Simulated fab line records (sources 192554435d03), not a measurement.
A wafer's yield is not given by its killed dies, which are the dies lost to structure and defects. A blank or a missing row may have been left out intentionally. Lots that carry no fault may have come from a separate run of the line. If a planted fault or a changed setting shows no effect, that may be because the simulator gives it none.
Matching of chambers | flow n5-finfet | rie-diel-05 running N5_BEOL_M0_ETCH_109: 4 sister chambers
The step etches SiCN in CH3F/O2, target depth 8 nm, overetch 2.4 nm, time 27.4 s. 22 wafers are shown with their chamber, then 11 later ones without.

WAFERS, EACH WITH ITS CHAMBER
wafer  | chamber | drypump-motor-current-A (A) | throttle-valve-pct (%) | showerhead-plenum-p-Torr (Torr)
L074.1 | 2       | 5.4                         | 16.0                   | 1.95
L074.2 | 3       | 5.8                         | 16.0                   | 2.06
L074.3 | 1       | 5.8                         | 16.8                   | 2.11
L074.4 | 0       | 6.2                         | 15.8                   | 2.12
L074.5 | 0       | 6.2                         | 15.8                   | 2.12
L074.6 | 1       | 5.8                         | 16.8                   | 2.11
L080.3 | 2       | 5.4                         | 16.0                   | 1.94
L080.4 | 3       | 5.8                         | 16.0                   | 2.06
L080.5 | 1       | 5.8                         | 16.8                   | 2.10
L082.1 | 1       | 5.8                         | 16.8                   | 2.10
L082.5 | 3       | 5.8                         | 16.0                   | 2.06
L082.6 | 2       | 5.4                         | 16.0                   | 1.94
L086.1 | 2       | 5.4                         | 16.0                   | 1.94
L086.3 | 1       | 5.8                         | 16.8                   | 2.10
L086.5 | 1       | 5.9                         | 16.8                   | 2.10
L089.1 | 3       | 5.9                         | 16.1                   | 2.05
L089.4 | 2       | 5.4                         | 16.0                   | 1.94
L089.6 | 1       | 5.8                         | 16.8                   | 2.10
L091.1 | 1       | 5.8                         | 16.8                   | 2.09
L091.3 | 0       | 6.2                         | 15.9                   | 2.10
L091.6 | 2       | 5.4                         | 16.0                   | 1.94
L094.1 | 1       | 5.8                         | 16.9                   | 2.09

SIGNATURES, as means of the wafers listed above
reading                  | chamber 0 | chamber 1 | chamber 2 | chamber 3 | scatter within a chamber
drypump-motor-current-A  | 6.200     | 5.811     | 5.400     | 5.825     | 0.0302
throttle-valve-pct       | 15.833    | 16.811    | 16.000    | 16.025    | 0.0358
showerhead-plenum-p-Torr | 2.1133    | 2.1000    | 1.9417    | 2.0575    | 0.00677
Rule: a wafer's distance from a chamber is the root of the sum, over the readings, of the square of ((its reading less the chamber's mean) divided by the reading's scatter). The wafer belongs to the nearest chamber; if the next one is less than 2 further off, it can't be placed. The scatter is the square root of a quotient: the sum, over the shown wafers, of each reading's squared deviation from its chamber's mean, divided by wafers minus chambers.

WAFERS WITHOUT THEIR CHAMBER
wafer  | drypump-motor-current-A (A) | throttle-valve-pct (%) | showerhead-plenum-p-Torr (Torr)
L094.2 | 6.2                         | 15.9                   | 2.10
L094.5 | 6.2                         | 15.9                   | 2.10
L093.3 | 6.2                         | 15.9                   | 2.10
L093.4 | 5.4                         | 16.0                   | 1.93
L093.5 | 6.2                         | 15.9                   | 2.10
L096.1 | 6.2                         | 15.9                   | 2.10
L096.2 | 5.9                         | 16.9                   | 2.09
L096.6 | 5.8                         | 16.9                   | 2.09
L097.1 | 6.2                         | 16.0                   | 2.10
L097.3 | 5.4                         | 16.0                   | 1.93
L097.5 | 6.2                         | 15.9                   | 2.10

CHAMBER TAKEN BY EACH
wafer  | from the rows above | in truth
L094.2 | 0                   | 0
L094.5 | 0                   | 0
L093.3 | 0                   | 0
L093.4 | 2                   | 2
L093.5 | 0                   | 0
L096.1 | 0                   | 0
L096.2 | 1                   | 1
L096.6 | 1                   | 1
L097.1 | 0                   | 0
L097.3 | 2                   | 2
L097.5 | 0                   | 0
Correct placement for 11 of the 11. Not placeable from these rows: 0. Number placed wrongly: 0.
